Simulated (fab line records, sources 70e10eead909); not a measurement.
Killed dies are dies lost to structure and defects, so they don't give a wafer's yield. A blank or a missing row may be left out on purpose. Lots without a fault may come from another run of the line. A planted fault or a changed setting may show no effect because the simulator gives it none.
Chamber matching | flow nand_harc | NHARC_P_M2_CMP_23 on cmp-01: 4 sister chambers
The step polishes, t overpolish 20 s, target thk 144.3 nm. 8 wafers are shown with their chamber, then 6 later ones without.

WAFERS WITH THEIR CHAMBER
wafer  | chamber | motor_current_A (A) | time_to_endpoint_s (s)
L776.1 | 3       | 10.8                | 29.3
L778.6 | 2       | 10.0                | 28.4
L779.1 | 2       | 10.3                | 27.3
L782.1 | 0       | 12.6                | 32.0
L782.5 | 3       | 11.7                | 27.4
L782.6 | 0       | 11.4                | 30.4
L783.1 | 1       | 10.8                | 32.3
L783.6 | 1       | 11.5                | 31.3

WAFERS WITHOUT THEIR CHAMBER
wafer  | motor_current_A (A) | time_to_endpoint_s (s)
L799.1 | 12.9                | 31.3
L799.4 | 11.4                | 30.2
L799.6 | 12.7                | 31.8
L798.1 | 12.9                | 29.0
L798.2 | 10.2                | 28.1
L798.4 | 10.9                | 28.2

WHICH CHAMBER EACH WENT THROUGH
wafer  | from the rows above               | in truth
L799.1 | can't be placed: 0 or 1           | 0
L799.4 | can't be placed: 0 or 1 or 3 or 2 | 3
L799.6 | can't be placed: 0 or 1           | 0
L798.1 | can't be placed: 0 or 3 or 1      | 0
L798.2 | can't be placed: 2 or 3           | 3
L798.4 | can't be placed: 3 or 2           | 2
Placed correctly: 0 of 6. Can't be placed from these rows: 6 (the true chamber is among the candidates in 6). Placed wrongly: 0.
How it was worked out, from the rows above alone: a wafer's distance from a chamber is the root of the sum, over the readings, of the square of ((its reading less the chamber's mean) divided by the reading's scatter). The wafer belongs to the nearest chamber; if the next one is less than 2 further off, it can't be placed. A chamber's mean is the mean of its shown wafers. The scatter: the root of (the sum of the squares of (reading less its chamber's mean) over the shown wafers, divided by (wafers less chambers)).
